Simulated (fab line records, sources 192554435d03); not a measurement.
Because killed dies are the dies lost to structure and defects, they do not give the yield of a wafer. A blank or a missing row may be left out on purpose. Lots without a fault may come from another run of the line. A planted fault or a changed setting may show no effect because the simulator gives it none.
fab line records	flow n5Finfet
record lots=6	wafers=18	lastDay=17
route steps=1938 shown BEOL_M11@1582 PASSIVATION@1936
lots that met no fault: from a run of the same line without faults
startH: hours from the record's first day to the start of the lot's first wafer shown	waitH: hours from the lot's prior step to this one	" identical to the entry in the row above	L1.1+2: one row covering several wafers at once	- no value, or no start was given	* or withheld: withheld	< > ~ a bound
route shown NAME@n: NAME is a module with steps in the file, n the number in the route of the first one	usual: mean and standard deviation over wafers with no fault	same: alike in all rows	chamber/n: place in a boat	sites: readings site by site	_std_site: their standard deviation	_edge_site: mean of outer sites minus mean of inner sites	radiusMm: how far each site lies from the wafer's centre	mask NAME#n: copy n	behind: tool/chamber where the wafer was last shaped	hold: why the lot was held/for how many hours/how that ended	device: whichever transistor did not switch (one of n, p or np)	end of line: the tests these same wafers got at the end of their route	where a step has no rows: the recipe by itself	killed: dies lost to structure and defects at the first sort, not the wafer's yield	map: shows each die of a wafer: x if killed, . if not, _ if none is there
set.NAME: the setting that was run; set.NAME@STEP: the one run at that earlier step	model.NAME: the simulator's own value behind a step, which no gauge read
certain route steps with their lots: each step a table, each wafer a row
services: from which hour (startH, from the record's first day; less than 0 if before it) a tool's chamber was out of use, for how many hours, and why
## steps
# step N5_BEOL_M11_HM_STRIP_39
# recipe chemistry=peroxideTinStrip	material=TiN	targetDepthA=250	tempC=50	timeS=158
# step N5_BEOL_M11_SRD_40
# recipe timeS=30	tempC=23	rinseLiquid=diw	dry=ipaMarangoni
# step N5_BEOL_M11_PRECLEAN_42
# recipe chemistry=residueRemover	timeS=60	tempC=40
# step N5_BEOL_M11_SRD_43
# recipe timeS=30	tempC=23	rinseLiquid=diw	dry=ipaMarangoni
# step N5_BEOL_M11_CD_MEAS_35
# recipe targetCdNm=70	polarity=opening
# usual cdNm=70.1/0.56
lot.wafer	tool	chamber	startH	waitH	cdNm
L889.1	cdSem-03	-	255.51	0.0	70.9
L889.4	"	-	"	"	70.7
L889.6	"	-	"	"	70.6
L893.1	cdSem-02	-	275.93	0.0	70.4
L893.2	"	-	"	"	70.6
L893.6	"	-	"	"	70.2
L905.2	cdSem-01	-	339.50	0.0	69.9
L905.5	"	-	"	"	69.4
L905.6	"	-	"	"	69.9
L900.1	cdSem-01	-	339.54	0.0	69.9
L900.5	"	-	"	"	69.8
L900.6	"	-	"	"	69.7
L907.2	cdSem-03	-	378.37	0.0	70.5
L907.4	"	-	"	"	70.5
L907.6	"	-	"	"	70.4
L908.2	cdSem-01	-	378.41	0.0	69.8
L908.5	"	-	"	"	69.9
L908.6	"	-	"	"	70.2
# step N5_BEOL_M11_CURE_72
# recipe tempC=370	timeS=120	ambient=DMADMS/He	material=SiCOH_lowk
# step N5_BEOL_M11_DEGAS_44
# recipe ambient=vacuum	tempC=250	timeS=60
# usual heaterPowerW=329/36
lot.wafer	tool	chamber	startH	waitH	heaterPowerW
L889.1	pvdSputter-02	-	256.13	0.5	323
L889.4	"	-	"	"	337
L889.6	"	-	"	"	295
L893.1	pvdSputter-01	-	276.92	0.9	382
L893.2	"	-	"	"	280
L893.6	"	-	"	"	290
L905.2	pvdSputter-02	-	339.86	0.2	308
L905.5	"	-	"	"	333
L905.6	"	-	"	"	285
L900.1	pvdSputter-01	-	340.27	0.6	305
L900.5	"	-	"	"	308
L900.6	"	-	"	"	288
L907.2	pvdSputter-03	-	379.34	0.8	364
L907.4	"	-	"	"	269
L907.6	"	-	"	"	388
L908.2	pvdSputter-02	-	379.50	0.9	291
L908.5	"	-	"	"	289
L908.6	"	-	"	"	336
# step N5_BEOL_M11_PRE_CLEAN_45
# recipe gas=H2/He	timeS=30	tempC=250
# usual heaterPowerW=329/35
lot.wafer	tool	chamber	startH	waitH	heaterPowerW
L889.1	pvdSputter-02	-	256.17	0.0	315
L889.4	"	-	"	"	337
L889.6	"	-	"	"	296
L893.1	pvdSputter-01	-	276.96	0.0	390
L893.2	"	-	"	"	285
L893.6	"	-	"	"	286
L905.2	pvdSputter-02	-	339.90	0.0	333
L905.5	"	-	"	"	340
L905.6	"	-	"	"	298
L900.1	pvdSputter-01	-	340.31	0.0	308
L900.5	"	-	"	"	313
L900.6	"	-	"	"	284
L907.2	pvdSputter-03	-	379.38	0.0	356
L907.4	"	-	"	"	277
L907.6	"	-	"	"	376
L908.2	pvdSputter-02	-	379.54	0.0	299
L908.5	"	-	"	"	290
L908.6	"	-	"	"	334
# step N5_BEOL_M11_ALD_74
# recipe material=TaN	targetThkA=20	tempC=275	aldPrecursorFamily=PDMAT	aldCoReactant=NH3	pressureTorr=3	carrierFlowSccm=1500	pulseTimeS=2	purgeTimeS=3	coReactantPurgeTimeS=2	coReactantPulseTimeS=3	aldCycles=40	precursorVesselTempC=75	precursorVesselPressureTorr=26.25	precursorVesselCarrierSccm=1000
# step N5_BEOL_M11_SURFACE_TREAT_76
# recipe gas=Ar	timeS=*	ionEnergyEv=*	ionCurrentMaCm2=0.5	pressureMtorr=*	arFlowSccm=30
# usual throttleValvePct=*
lot.wafer	tool	chamber	startH	waitH	throttleValvePct
L889.1	pvdSputter-02	-	256.63	0.2	*
L889.4	"	-	"	"	*
L889.6	"	-	"	"	*
L893.1	pvdSputter-01	-	277.50	0.3	*
L893.2	"	-	"	"	*
L893.6	"	-	"	"	*
L905.2	pvdSputter-01	-	340.43	0.3	*
L905.5	"	-	"	"	*
L905.6	"	-	"	"	*
L900.1	pvdSputter-01	-	341.05	0.5	*
L900.5	"	-	"	"	*
L900.6	"	-	"	"	*
L907.2	pvdSputter-03	-	379.78	0.2	*
L907.4	"	-	"	"	*
L907.6	"	-	"	"	*
L908.2	pvdSputter-03	-	379.90	0.2	*
L908.5	"	-	"	"	*
L908.6	"	-	"	"	*
# step N5_BEOL_M11_CVD_75
# recipe material=Co	targetThkA=20	tempC=withheld	precursor=CCTBA/H2	pressureTorr=30	timeS=138.9
# step N5_BEOL_M11_SPUTTER_48
# recipe material=Cu	targetThkA=120	tempC=-20	biasV=60	powerW=26000	chamberPressurePa=0.13	timeS=2
# usual chamberPressurePa=0.12998/0.00027	throttleValvePct=30.3/0.85
lot.wafer	tool	chamber	startH	waitH	chamberPressurePa	throttleValvePct
L889.1	pvdSputter-02	-	256.87	0.1	0.13018	31.3
L889.4	"	-	"	"	0.1299	29.8
L889.6	"	-	"	"	0.12979	29.8
L893.1	pvdSputter-01	-	277.72	0.1	0.12969	30.2
L893.2	"	-	"	"	0.1297	30.8
L893.6	"	-	"	"	0.12976	30.9
L905.2	pvdSputter-01	-	341.13	0.4	0.12966	30.8
L905.5	"	-	"	"	0.12962	29.7
L905.6	"	-	"	"	0.12984	28.9
L900.1	pvdSputter-01	-	341.33	0.2	0.1301	30.6
L900.5	"	-	"	"	0.13	30.9
L900.6	"	-	"	"	0.13018	29.4
L907.2	pvdSputter-03	-	380.02	0.1	0.13037	31.8
L907.4	"	-	"	"	0.12981	31.3
L907.6	"	-	"	"	0.12978	31.1
L908.2	pvdSputter-03	-	380.26	0.2	0.12992	31.4
L908.5	"	-	"	"	0.13014	30.3
L908.6	"	-	"	"	0.13039	31.3
# step N5_BEOL_M11_ECD_50
# recipe material=Cu	targetThkA=3180
lot.wafer	tool	chamber	startH	waitH	model.Cu_of_BEOL_M11_ECD_50.thkNm
L889.1	ecdCu-02	1	256.99	0.1	316.6
L889.4	"	1	"	"	320
L889.6	"	0	"	"	319.4
L893.1	ecdCu-01	0	277.94	0.2	313.4
L893.2	"	1	"	"	316.2
L893.6	"	0	"	"	314.4
L905.2	ecdCu-01	0	341.25	0.1	313
L905.5	"	1	"	"	316
L905.6	"	0	"	"	315.2
L900.1	ecdCu-02	0	341.45	0.1	160.6
L900.5	"	1	"	"	155
L900.6	"	0	"	"	154.6
L907.2	ecdCu-02	0	380.14	0.1	161.2
L907.4	"	1	"	"	162.2
L907.6	"	0	"	"	154
L908.2	ecdCu-01	0	380.38	0.1	315.2
L908.5	"	0	"	"	317.2
L908.6	"	1	"	"	318
# step N5_BEOL_M11_ANNEAL_51
# recipe tempC=225	timeS=90	ambient=N2
# usual wafer_temp_C_max=225.89/0.23
lot.wafer	tool	chamber	startH	waitH	wafer_temp_C_max
L889.1	rtpAnneal-01	0	257.10	0.1	225.81
L889.4	"	0	"	"	226.13
L889.6	"	0	"	"	226.11
L893.1	rtpAnneal-01	0	279.53	1.6	226.14
L893.2	"	0	"	"	226.16
L893.6	"	0	"	"	226.18
L905.2	rtpAnneal-02	0	341.40	0.1	225.93
L905.5	"	0	"	"	226.02
L905.6	"	0	"	"	225.85
L900.1	rtpAnneal-02	0	341.63	0.2	225.81
L900.5	"	0	"	"	226.14
L900.6	"	0	"	"	225.98
L907.2	rtpAnneal-02	0	380.29	0.1	225.69
L907.4	"	0	"	"	225.87
L907.6	"	0	"	"	225.47
L908.2	rtpAnneal-01	0	380.53	0.1	225.96
L908.5	"	0	"	"	226.01
L908.6	"	0	"	"	225.64
# step N5_BEOL_M11_CMP_52
# recipe stopOn=SiCOH_lowk	tOverpolishS=7	downForcePsi=1	platenRpm=50	clearingPlatenDownForcePsi=1.5	clearingPlatenRpm=50	postCmpClean=cuAlkaline	targetThkNm=140	clearingPlatenPadVelocityMS=0.99484	padVelocityMS=0.99484
# usual motorCurrentA=5.9/0.6	padLifeWafers=902/610	timeToEndpointS=66.8/2.8
lot.wafer	tool	chamber	startH	waitH	motorCurrentA	padLifeWafers	timeToEndpointS
L889.4	cmp-02	1	257.39	0.1	5.4	354	60.6
L889.1	"	3	"	"	5.2	356	62.1
L889.6	"	1	"	"	5.1	-	61.3
L893.2	cmp-04	1	279.83	0.2	5.2	582	62.7
L893.1	"	3	"	"	5.6	584	67.7
L893.6	"	1	"	"	5.3	-	64.5
L905.2	cmp-02	1	341.77	0.3	5.0	1041	68.5
L905.5	"	2	"	"	6.5	-	69.8
L905.6	"	3	"	"	5.1	-	66.8
L900.1	cmp-01	0	341.96	0.3	5.6	445	34.2
L900.6	"	3	"	"	6.6	-	33.6
L900.5	"	0	"	"	5.7	-	32.0
L907.2	cmp-04	0	380.62	0.3	5.3	1382	36.5
L907.4	"	1	"	"	5.4	1383	32.7
L907.6	"	3	"	"	5.2	-	36.0
L908.2	cmp-01	2	380.90	0.3	5.5	771	62.0
L908.5	"	3	"	"	6.7	-	64.7
L908.6	"	0	"	"	5.6	-	63.2
# step N5_BEOL_M11_THK_MEAS_53
# recipe thkMeasGauge=xrf	reads=Cu_of_BEOL_M11_ECD_50
# usual M11_THK=139.6/2.5
lot.wafer	tool	chamber	startH	waitH	M11_THK[nm]
L889.1	filmMetro-01	-	257.69	-	141.8
L889.4	"	-	"	"	137.7
L889.6	"	-	"	"	136.7
L893.1	filmMetro-01	-	280.12	-	136.9
L893.2	"	-	"	"	138.1
L893.6	"	-	"	"	135.9
L905.2	filmMetro-02	-	341.95	-	141.9
L905.5	"	-	"	"	140.1
L905.6	"	-	"	"	143.5
L900.1	filmMetro-01	-	342.22	-	136.7
L900.5	"	-	"	"	135.4
L900.6	"	-	"	"	138.3
L907.2	filmMetro-01	-	380.84	-	140.6
L907.4	"	-	"	"	139.7
L907.6	"	-	"	"	141.4
L908.2	filmMetro-01	-	381.08	-	141.5
L908.5	"	-	"	"	139.0
L908.6	"	-	"	"	142.3
# step N5_PASSIVATION_PROBE_49
# usual defectLimitedYield=91.6/1.4	killed_at_M0_to_M3=30/8.7	killed_at_M4_up=14/5.4	killedAtContacts=11/6.4	killedAtFrontEnd=40/12	killedAtOther=3/3.1	killedDies=99/17	killedOpen=64/12	killedShort=33/8.1	sort_bin_5_function=4.9/0.88	sort_bin_6_memory=3.1/0.69	sortNPass=1081/17	sortYieldPct=91.6/1.4
# same grossDies=1180	killedAtBackSide=0	sort_bin_4_leakage[%]=0	sort_bin_8_speed[%]=0
lot.wafer	tool	chamber	startH	waitH	defectLimitedYield[%]	killed_at_M0_to_M3	killed_at_M4_up	killedAtContacts	killedAtFrontEnd	killedAtOther	killedDies	killedOpen	killedShort	sort_bin_5_function[%]	sort_bin_6_memory[%]	sortNPass	sortYieldPct[%]
L889.1	prober-01	-	308.41	0.0	92.5	29	9	12	36	2	88	64	24	4.2	3.1	1092	92.5
L889.4	prober-01	-	308.56	0.2	92.5	33	10	12	32	2	89	63	25	4.4	2.7	1091	92.5
L889.6	prober-01	-	308.66	0.3	94.1	14	18	9	27	2	70	46	24	2.8	3.1	1110	94.1
# killed by level:class
L889.1 DUMMY_GATE:geometricParticle:open=12 BEOL_M0_SAQP:geometricParticle:open=11 MOL_CONTACT_COAG:geometricParticle:open=10 FIN_SAQP:geometricParticle:open=9 BEOL_M0_SAQP:geometricParticle:short=7 DUMMY_GATE:geometricParticle:short=5 BEOL_M3:geometricParticle:open=5 BEOL_M4:geometricParticle:open=4
L889.4 BEOL_M0_SAQP:geometricParticle:open=12 MOL_CONTACT_COAG:geometricParticle:open=11 BEOL_M1:geometricParticle:open=10 FIN_SAQP:geometricParticle:short=8 FIN_SAQP:geometricParticle:open=6 BEOL_M4:geometricParticle:open=5 GATE_CUT:geometricParticle:short=4 BEOL_M3:geometricParticle:open=4
L889.6 STI_FIN_REVEAL:geometricParticle:open=8 MOL_CONTACT_COAG:geometricParticle:open=8 BEOL_M4:geometricParticle:open=8 DUMMY_GATE:geometricParticle:open=4 BEOL_M3:geometricParticle:open=4 BEOL_M4:geometricParticle:short=4 FIN_SAQP:geometricParticle:short=3 GATE_CUT:geometricParticle:short=3
## services
tool	chamber	startH	hours	kind
cmp-02	-	234.29	0.7	repair
ecdCu-01	-	265.77	3.9	repair
ecdCu-02	-	266.69	15.6	repair
cmp-01	-	270.31	5.3	pm
cmp-04	-	270.59	0.8	repair
cmp-04	-	271.41	0.5	repair
cmp-01	-	281.91	4.0	pm
cmp-01	-	285.91	-	consumableReplace:conditioner
cmp-01	-	285.91	-	consumableReplace:pad
cmp-01	-	289.13	0.9	repair
ecdCu-02	-	289.74	2.2	repair
cmp-04	-	307.46	1.9	repair
cmp-01	-	325.43	0.5	repair
pvdSputter-03	-	336.40	31.4	repair
rtpAnneal-01	-	351.73	8.9	pm
ecdCu-02	-	351.86	2.0	repair
pvdSputter-01	-	351.91	3.6	repair
ecdCu-01	-	364.12	1.0	repair
ecdCu-01	-	366.07	1.2	repair
cmp-04	-	375.11	2.3	repair
cmp-02	-	376.68	0.4	repair
## key
firstSign step=N5_BEOL_M11_CMP_52	reading=timeToEndpointS	direction=down	sigmas=12	usual=*	struck=*
effect none on later readings
modelEffect step=N5_BEOL_M11_ECD_50	value=Cu_of_BEOL_M11_ECD_50.thkNm	without=319.3	struck=157.9
metAt N5_BEOL_M11_ECD_50
struckWafers L900.1,L900.5,L900.6,L907.2,L907.4,L907.6
onsetBetween 256.99 341.45
alsoFits N5_BEOL_M11_ANNEAL_51:rtpAnneal-02
fault kind=processParameterDrift	tool=ecdCu-02	chamber=-	onsetH=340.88	steps=N5_BEOL_M11_ECD_50	channel=targetThkA	offset=*	shape=step	endH=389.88	actsIn=*	stated=*
